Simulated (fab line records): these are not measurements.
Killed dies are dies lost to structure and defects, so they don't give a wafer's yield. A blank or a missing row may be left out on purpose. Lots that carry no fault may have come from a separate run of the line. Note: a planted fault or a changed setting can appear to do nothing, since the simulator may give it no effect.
fab line records | flow n5_finfet
[record] lots = 9 wafers = 27 last_day = 21
route steps=1938 shown BEOL_M0_SAQP@633 BEOL_M0@742 BEOL_M4@1111 PASSIVATION@1936
lots untouched by any fault: they come from a run of this same line in which no faults occurred
start_h: hours from the record's opening day to when the first of the lot's shown wafers began | wait_h: hours elapsed since this lot's preceding step | " identical to the entry in the row above | L1.1+2: several wafers, shown together as one row | - no value present, or no start provided | * or withheld: withheld | < > ~ a bound
route shown NAME@n: a module of which the file shows steps, and the number in the route of the first | usual: average and standard deviation across the fault-free wafers | same: alike in all rows | chamber/n: place in a boat | sites: readings site by site | _std_site: standard deviation across them | _edge_site: inner sites' mean taken away from outer sites' mean | radius_mm: for every site, how far away it sits from the centre of the wafer | mask NAME#n: copy n | behind: tool/chamber where the wafer was last shaped | hold: the reason the lot was held/the length of the hold in hours/how it ended | device: whichever transistor did not switch (one of n, p or np) | end of line: the route-end tests of the same wafers | a step with no rows: only its recipe | killed: at the first sort, the dies lost to defects and structure; wafer yield is something else | map: shows each die of a wafer: x if killed, . if not, _ if none is there
set.NAME: the run value of the setting; set.NAME@STEP: its run value at that earlier step | model.NAME: the simulator's own value behind a step, which no gauge read
a sample of lots followed through the steps of the route, with each step as a table and each wafer as a row
services: a tool's chamber out of use, with start hour (start_h, from the record's first day; less than 0 if before it), hours out, and reason
[[steps]]
[step N5_BEOL_M0_SAQP_ILD_DEP_01]
[recipe] material = SiOC target_thk_a = 454.19 temp_c = 350 precursor = DEMS/O2 pressure_torr = 5 rf_w = 500 time_s = 8.7
[usual] heater_power_w = 520/51 showerhead_plenum_p_Torr = 5.690/0.017 susceptor_temp_C = 349.97/0.19 throttle_valve_pct = 12.0/0.82
// columns lot.wafer tool chamber start_h wait_h heater_power_w showerhead_plenum_p_Torr susceptor_temp_C throttle_valve_pct
L944.3 pecvd-01 1 106.00 0.0 600 5.693 349.87 12.4
L944.4 " 2 " " 586 5.661 350.22 11.1
L944.6 " 2 " " 556 5.655 350.11 11.1
L951.1 pecvd-04 1 154.73 0.0 499 5.699 350.26 13.4
L951.2 " 2 " " 458 5.686 349.87 10.9
L951.5 " 1 " " 508 5.705 349.99 13.2
L952.2 pecvd-04 2 157.73 0.0 440 5.684 349.88 11.1
L952.5 " 1 " " 468 5.707 350.24 13.6
L952.6 " 2 " " 443 5.696 350.06 11.0
L953.2 pecvd-01 0 161.11 0.0 538 5.658 349.96 12.7
L953.3 " 1 " " 578 5.719 350.14 12.4
L953.4 " 2 " " 557 5.672 350.33 11.3
L954.2 pecvd-03 1 165.01 0.0 489 5.701 350.13 12.5
L954.4 " 0 " " 477 5.689 350.03 11.9
L954.5 " 2 " " 580 5.666 349.89 11.0
L956.3 pecvd-01 1 177.10 0.0 492 5.693 350.06 12.1
L956.4 " 2 " " 547 5.672 349.79 11.3
L956.5 " 0 " " 550 5.680 350.30 12.6
L957.2 pecvd-01 1 182.71 0.0 549 5.704 350.11 12.1
L957.3 " 2 " " 541 5.658 350.20 11.4
L957.5 " 1 " " 564 5.718 350.00 12.5
L960.2 pecvd-01 1 196.64 0.0 580 5.716 349.66 12.0
L960.4 " 2 " " 527 5.671 - 11.3
L960.5 " 1 " " 599 5.717 349.85 12.2
L965.2 pecvd-04 1 233.67 0.0 514 5.699 349.97 13.5
L965.3 " 2 " " 497 5.699 350.03 11.2
L965.5 " 0 " " 542 5.699 349.83 11.6
[step N5_BEOL_M0_ANNEAL_119]
[recipe] temp_c = 225 time_s = 90 ambient = N2
[usual] wafer_temp_C_max = 225.93/0.22
// columns lot.wafer tool chamber start_h wait_h wafer_temp_C_max
L944.3 rtp_anneal-01 0 117.59 0.1 225.75
L944.4 " 0 " " 226.12
L944.6 " 0 " " 225.88
L951.1 rtp_anneal-02 0 171.41 0.5 225.90
L951.2 " 0 " " 226.09
L951.5 " 0 " " 226.04
L953.2 rtp_anneal-01 0 171.59 0.3 226.14
L953.3 " 0 " " 226.18
L953.4 " 0 " " 226.03
L952.2 rtp_anneal-01 0 172.92 0.1 225.61
L952.5 " 0 " " 226.18
L952.6 " 0 " " 225.61
L954.2 rtp_anneal-02 0 186.11 0.2 225.99
L954.4 " 0 " " 225.78
L954.5 " 0 " " 225.73
L956.3 rtp_anneal-01 0 191.18 0.3 225.86
L956.4 " 0 " " 225.68
L956.5 " 0 " " 225.67
L957.2 rtp_anneal-01 0 195.38 1.0 225.49
L957.3 " 0 " " 226.01
L957.5 " 0 " " 226.20
L960.2 rtp_anneal-01 0 216.40 0.1 225.91
L960.4 " 0 " " 226.10
L960.5 " 0 " " 225.70
L965.2 rtp_anneal-02 0 249.60 0.1 225.93
L965.3 " 0 " " 225.76
L965.5 " 0 " " 225.74
[step N5_BEOL_M0_CO_CAP_123]
[recipe] material = Co target_thk_a = 20 temp_c = 200 precursor = CCTBA/H2 pressure_torr = 30 time_s = 102.1
[usual] heater_power_w = 250/29 susceptor_temp_C = 199.98/0.15
// columns lot.wafer tool chamber start_h wait_h heater_power_w susceptor_temp_C
L944.3 cvd_co-01 2 118.22 0.1 238 200.04
L944.4 " 0 " " 210 199.94
L944.6 " 0 " " 207 199.99
L951.1 cvd_co-02 0 172.08 0.0 242 199.73
L951.2 " 1 " " 300 199.95
L951.5 " 2 " " 271 199.83
L953.2 cvd_co-01 2 172.21 0.0 237 200.11
L953.3 " 1 " " 248 200.02
L953.4 " 0 " " 208 200.25
L952.2 cvd_co-02 1 173.54 0.0 297 200.08
L952.5 " 0 " " 237 199.96
L952.6 " 2 " " 263 199.90
L954.2 cvd_co-02 1 186.75 0.0 302 200.03
L954.4 " 2 " " 270 200.00
L954.5 " 1 " " 305 199.73
L956.3 cvd_co-02 1 192.52 0.0 299 199.89
L956.4 " 1 " " 291 199.84
L956.5 " 0 " " 242 200.07
L957.2 cvd_co-01 0 196.25 0.0 209 200.03
L957.3 " 1 " " 255 199.96
L957.5 " 1 " " 250 200.21
L960.2 cvd_co-01 1 217.08 0.0 253 199.96
L960.4 " 0 " " 208 200.08
L960.5 " 2 " " 233 200.36
L965.2 cvd_co-02 1 250.24 0.0 300 200.06
L965.3 " 0 " " 246 200.25
L965.5 " 0 " " 236 199.79
[step N5_BEOL_M0_RS_MEAS_126]
[recipe] thk_meas_gauge = four-point-probe reads = Co_of_BEOL_M0_CO_CAP_123+Cu_of_BEOL_M0_ECD_118+Co_of_BEOL_M0_CVD_115+TaN_of_BEOL_M0_ALD_136
[usual] M0_RS = 0.534/0.023
// columns lot.wafer tool chamber start_h wait_h M0_RS[ohm/sq]
L944.3 film_metro-01 - 118.43 0.1 0.544
L944.4 " - " " 0.519
L944.6 " - " " 0.541
L951.1 film_metro-01 - 172.26 0.0 0.504
L951.2 " - " " 0.519
L951.5 " - " " 0.545
L953.2 film_metro-02 - 172.40 0.1 0.533
L953.3 " - " " 0.544
L953.4 " - " " 0.545
L952.2 film_metro-01 - 173.72 0.1 0.553
L952.5 " - " " 0.515
L952.6 " - " " 0.546
L954.2 film_metro-01 - 186.93 0.1 0.545
L954.4 " - " " 0.502
L954.5 " - " " 0.509
L956.3 film_metro-01 - 192.70 0.1 0.533
L956.4 " - " " 0.518
L956.5 " - " " 0.536
L957.2 film_metro-01 - 196.47 0.1 0.509
L957.3 " - " " 0.514
L957.5 " - " " 0.502
L960.2 film_metro-01 - 217.26 0.1 0.545
L960.4 " - " " 1.967
L960.5 " - " " 0.513
L965.2 film_metro-01 - 250.43 0.1 0.545
L965.3 " - " " 0.530
L965.5 " - " " 0.540
[step N5_BEOL_M0_INSPECT_127]
[recipe] inspect_instrument = darkfield mode = post_dep
[usual] raw_defect_count = 66/20
// columns lot.wafer tool chamber start_h wait_h raw_defect_count
L944.3 defect_inspect-02 - 118.46 0.0 56
L944.4 " - " " 42
L944.6 " - " " 68
L951.1 defect_inspect-02 - 172.29 0.0 67
L951.2 " - " " 53
L951.5 " - " " 38
L953.2 defect_inspect-01 - 172.42 0.0 55
L953.3 " - " " 50
L953.4 " - " " 58
L952.2 defect_inspect-02 - 173.75 0.0 60
L952.5 " - " " 53
L952.6 " - " " 55
L954.2 defect_inspect-02 - 186.96 0.0 60
L954.4 " - " " 96
L954.5 " - " " 59
L956.3 defect_inspect-02 - 192.73 0.0 38
L956.4 " - " " 71
L956.5 " - " " 71
L957.2 defect_inspect-02 - 196.50 0.0 58
L957.3 " - " " 48
L957.5 " - " " 67
L960.2 defect_inspect-02 - 217.29 0.0 47
L960.4 " - " " 69
L960.5 " - " " 120
L965.2 defect_inspect-01 - 250.45 0.0 106
L965.3 " - " " 95
L965.5 " - " " 70
[step N5_BEOL_M4_RC_MEAS_101]
[usual] DIBL_N = 37.1/2.6 DIBL_P = 38/3 IOFF_N = 0.18/0.052 IOFF_P = 0.25/0.06 ION_N = 678/15 ION_P = 467/8.6 SS_N = 71.7/0.73 SS_P = 73.7/0.89 VT_N = 249/4.3 VT_P = -248/3.8
// columns lot.wafer tool chamber start_h wait_h DIBL_N[mV/V] DIBL_P[mV/V] IOFF_N[nA/um] IOFF_P[nA/um] ION_N[uA/um] ION_P[uA/um] SS_N[mV/dec] SS_P[mV/dec] VT_N[mV] VT_P[mV]
L944.3 prober-01 0 231.10 0.3 33.4 34 0.13 0.20 648 455 72.0 72.2 254 -247
L944.4 " 0 " " 32.1 32 0.12 0.16 659 458 70.9 71.6 253 -252
L944.6 " 0 " " 32.3 33 0.10 0.17 648 454 70.4 71.5 260 -251
L951.1 prober-02 0 265.89 0.1 37.1 39 0.18 0.24 674 463 72.0 74.2 250 -248
L951.2 " 0 " " 38.0 41 0.21 0.29 686 476 71.8 74.3 249 -247
L951.5 " 0 " " 34.7 37 0.14 0.21 667 463 70.5 73.3 252 -247
L953.2 prober-01 0 283.45 0.2 39.6 41 0.20 0.31 679 463 72.1 75.1 250 -246
L953.3 " 0 " " 37.3 38 0.16 0.21 690 469 71.5 73.7 252 -249
L953.4 " 0 " " 39.5 40 0.21 0.27 693 471 72.2 73.5 245 -247
L952.2 prober-02 0 285.15 0.2 40.1 41 0.23 0.33 688 477 71.7 74.0 246 -242
L952.5 " 0 " " 41.5 40 0.26 0.32 700 475 73.2 74.5 243 -243
L952.6 " 0 " " 40.5 39 0.26 0.30 686 470 71.8 74.3 242 -246
L956.3 prober-02 0 300.52 0.3 36.7 38 0.18 0.25 675 469 71.2 73.2 246 -249
L956.4 " 0 " " 35.2 37 0.16 0.24 693 476 70.9 74.2 249 -247
L956.5 " 0 " " 37.4 39 0.19 0.26 671 461 71.9 74.3 248 -249
L954.2 prober-02 0 312.80 0.2 35.7 36 0.15 0.21 657 456 70.7 73.2 250 -249
L954.4 " 0 " " 35.8 39 0.15 0.27 663 469 71.8 73.0 251 -248
L954.5 " 0 " " 34.1 35 0.13 0.20 658 461 71.4 72.5 253 -252
L957.2 prober-02 0 323.27 0.2 36.4 36 0.15 0.20 684 466 71.6 73.5 252 -252
L957.3 " 0 " " 32.7 31 0.10 0.17 666 463 70.4 72.9 257 -253
L957.5 " 0 " " 35.0 33 0.13 0.17 664 455 71.5 72.6 257 -254
L960.2 prober-01 0 342.59 0.2 38.9 39 0.21 0.29 685 470 72.4 73.9 247 -243
L960.4 " 0 " " 38.1 40 0.19 0.34 683 478 72.1 73.0 246 -242
L960.5 " 0 " " 40.2 41 0.25 0.35 692 478 72.4 74.0 243 -241
L965.2 prober-01 0 402.72 0.2 43.7 45 0.34 0.39 692 472 73.6 75.9 243 -243
L965.3 " 0 " " 38.2 38 0.18 0.24 696 478 71.0 73.4 249 -248
L965.5 " 0 " " 37.7 37 0.17 0.23 677 467 71.5 74.3 250 -248
[step N5_PASSIVATION_PROBE_49]
[usual] defect_limited_yield = 91.4/1.4 killed_at_M0_to_M3 = 34/9.1 killed_at_M4_up = 14/5.2 killed_at_contacts = 12/6.4 killed_at_front_end = 38/11 killed_at_other = 3.7/2.8 killed_dies = 102/17 killed_on_rim = 14/3.9 killed_open = 68/13 killed_short = 32/7.8 sort_bin_4_leakage = 0.05/0.3 sort_bin_5_function = 5.1/1 sort_bin_6_memory = 3.2/0.66 sort_n_pass = 1076/19 sort_yield_pct = 91.2/1.6
[same] gross_dies = 1180 killed_at_back_side = 0 sort_bin_8_speed[%] = 0
// columns lot.wafer tool chamber start_h wait_h defect_limited_yield[%] killed_at_M0_to_M3 killed_at_M4_up killed_at_contacts killed_at_front_end killed_at_other killed_dies killed_on_rim killed_open killed_short sort_bin_4_leakage[%] sort_bin_5_function[%] sort_bin_6_memory[%] sort_n_pass sort_yield_pct[%]
L953.3 prober-02 - 394.32 0.1 92.4 23 18 16 31 2 90 12 63 27 0 4.0 3.2 1090 92.4
L953.4 prober-02 - 394.37 0.2 90.1 42 18 9 45 3 117 17 83 34 0 6.1 3.8 1063 90.1
L957.5 prober-02 - 432.24 0.2 93.1 33 8 7 26 8 82 9 49 28 0 4.2 2.5 1098 93.1
// killed by level:class
L953.3 MOL_CONTACT_COAG:geometric_particle:open=15 FIN_SAQP:geometric_particle:short=14 FIN_SAQP:geometric_particle:open=6 BEOL_M0_SAQP:geometric_particle:open=6 BEOL_M4:geometric_particle:open=6 BEOL_M1:geometric_particle:open=5 BEOL_M0_SAQP:geometric_particle:short=4 GATE_CUT:geometric_particle:open=3
L953.4 FIN_SAQP:geometric_particle:open=15 BEOL_M4:geometric_particle:open=11 BEOL_M3:geometric_particle:open=9 FIN_SAQP:geometric_particle:short=8 BEOL_M0_SAQP:geometric_particle:short=7 BEOL_M1:geometric_particle:open=7 BEOL_M2:geometric_particle:open=7 MOL_CONTACT_COAG:geometric_particle:open=6
L957.5 BEOL_M2:geometric_particle:open=9 BEOL_M0_SAQP:geometric_particle:short=9 DUMMY_GATE:geometric_particle:open=7 BEOL_M0_SAQP:geometric_particle:open=7 MOL_CONTACT_COAG:geometric_particle:open=5 FIN_SAQP:geometric_particle:short=3 STI_FIN_REVEAL:geometric_particle:short=3 BEOL_M3:geometric_particle:open=3
[[services]]
// columns tool chamber start_h hours kind
pecvd-03 2 94.05 5.5 scheduled_down
pecvd-01 0 99.05 20.3 repair
cvd_co-02 - 108.26 6.9 pm
cvd_co-01 1 114.67 - clean
cvd_co-01 1 114.67 22.0 scheduled_down
cvd_co-01 1 114.67 22.0 vent_cycle
pecvd-01 0 119.40 5.5 scheduled_down
pecvd-04 2 121.92 5.5 scheduled_down
pecvd-04 - 127.98 6.0 pm
pecvd-04 2 142.11 4.0 repair
cvd_co-01 - 149.42 2.8 pm
cvd_co-02 0 150.19 4.5 repair
pecvd-01 2 169.92 2.1 scheduled_down
cvd_co-01 2 182.14 16.5 repair
pecvd-03 2 202.38 - clean
pecvd-03 2 202.38 - consumable_replace:showerhead
pecvd-03 2 202.38 29.0 scheduled_down
pecvd-03 2 202.38 29.0 vent_cycle
rtp_anneal-02 - 219.09 5.3 pm
pecvd-03 2 238.13 4.2 repair
pecvd-04 - 242.72 14.6 pm
pecvd-03 0 248.51 5.5 scheduled_down
[[key]]
[first_sign] step = N5_BEOL_M0_RS_MEAS_126 reading = M0_RS direction = up sigmas = 63 usual = 0.534 struck = 1.967
effect none on later readings
met_at N5_BEOL_M0_SAQP_ILD_DEP_01
struck_lots L960
struck_wafers L960.4
not_acting_at N5_BEOL_M0_ANNEAL_119,N5_BEOL_M0_CO_CAP_123,N5_BEOL_M0_INSPECT_127
onset_between 182.71 196.64
[fault] kind = process_parameter_drift tool = pecvd-01 chamber = - onset_h = 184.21 steps = N5_BEOL_M0_SAQP_ILD_DEP_01 channel = time_s offset = * shape = step end_h = 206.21 scope = struck_wafers_only acts_in = * stated = *
